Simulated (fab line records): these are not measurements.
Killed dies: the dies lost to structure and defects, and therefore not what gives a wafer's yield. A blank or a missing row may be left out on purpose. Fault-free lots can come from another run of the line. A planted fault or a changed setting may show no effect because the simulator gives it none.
3 desks looking at one fault | flow nand harc | numbers are kept per desk, each desk with only its own; the story behind them comes last

## AT THE TOOL OWNER'S DESK: ald hk-01
The tool's own readings at NHARC_A_WL_FILL_ALD_00 (deposits Al2O3, target thk 3 nm, pulse time 3 s, ald cycles 30): means of the sampled wafers that have a number, for each lot that ran on this tool. The brackets show how far a lot's mean lies from the usual mean; more than 4 standard deviations puts the lot out of limits, marked OUT.
Columns: A = heater power outer w at NHARC_A_WL_FILL_ALD_00, usual 257 W; B = heater power w at NHARC_A_WL_FILL_ALD_00, usual 454 W; C = precursor pulse height rel at NHARC_A_WL_FILL_ALD_00, usual 1.001; D = susceptor temp C at NHARC_A_WL_FILL_ALD_00, usual 300.02 C
lot  | first seen here | A   | B   | C     | D
L790 | day 21 16:46    | 270 | 466 | 1.022 | 299.99
L796 | day 24 19:03    | 243 | 437 | 1.003 | -
L799 | day 25 14:05    | 260 | 441 | 0.987 | 299.94
L803 | day 27 10:19    | 231 | 421 | 0.995 | 299.91
L806 | day 28 16:54    | 239 | 427 | 1.004 | 300.05
L807 | day 29 10:58    | 237 | 438 | 0.996 | -
This desk's verdict: no lot among the 6 shows anything out of limits.

## AT THE METROLOGY DESK
What the gauges read for every lot (on any tool): the sampled wafers with a number, averaged. The brackets show how far a lot's mean lies from the usual mean; more than 4 standard deviations puts the lot out of limits, marked OUT.
Columns: A = overlay x nm at NHARC_A_SLIT_OVL_MEAS_10, usual 0.0 nm; B = overlay y nm at NHARC_A_SLIT_OVL_MEAS_10, usual 0.0 nm
lot  | first seen here | A    | B
L786 | day 20 05:37    | 0.7  | 0.2
L789 | day 21 03:37    | 0.8  | 1.7
L790 | day 21 03:46    | 0.4  | 1.0
L794 | day 22 23:28    | -0.3 | -1.0
L795 | day 23 08:48    | -0.7 | -0.3
L796 | day 24 05:47    | -0.5 | -0.7
L797 | day 24 10:16    | -0.4 | -0.5
L798 | day 24 19:14    | -0.3 | -0.0
L799 | day 25 01:03    | 0.3  | 1.4
L800 | day 25 12:15    | 0.0  | -0.5
L803 | day 26 21:10    | -0.5 | -0.8
L806 | day 28 03:48    | 0.9  | -1.2
L807 | day 28 21:51    | 0.7  | 0.2
This desk's verdict: no lot among the 13 shows anything out of limits.

## THE DEFECT DESK
Per lot, the means of the sampled wafers with a number show what the inspections along the route counted. The brackets show how far a lot's mean lies from the usual mean; more than 4 standard deviations puts the lot out of limits, marked OUT.
Columns: A = raw defect count at NHARC_A_SLIT_INSPECT_11, usual 59
lot  | first seen here | A
L786 | day 20 05:38    | 124
L789 | day 21 03:39    | 70
L790 | day 21 03:48    | 22
L794 | day 22 23:29    | 72
L795 | day 23 08:50    | 32
L796 | day 24 05:49    | 64
L797 | day 24 10:18    | 37
L798 | day 24 19:17    | 16
L799 | day 25 01:05    | 48
L800 | day 25 12:17    | 106
L803 | day 26 21:11    | 70
L806 | day 28 03:50    | 27
L807 | day 28 21:54    | 76
This desk's verdict: no lot among the 13 shows anything out of limits.

## BROUGHT TOGETHER
The tool owner's desk saw nothing out of limits.
The metrology desk saw nothing out of limits.
The defect desk saw nothing out of limits.

## WHAT THE SIMULATOR PUT IN
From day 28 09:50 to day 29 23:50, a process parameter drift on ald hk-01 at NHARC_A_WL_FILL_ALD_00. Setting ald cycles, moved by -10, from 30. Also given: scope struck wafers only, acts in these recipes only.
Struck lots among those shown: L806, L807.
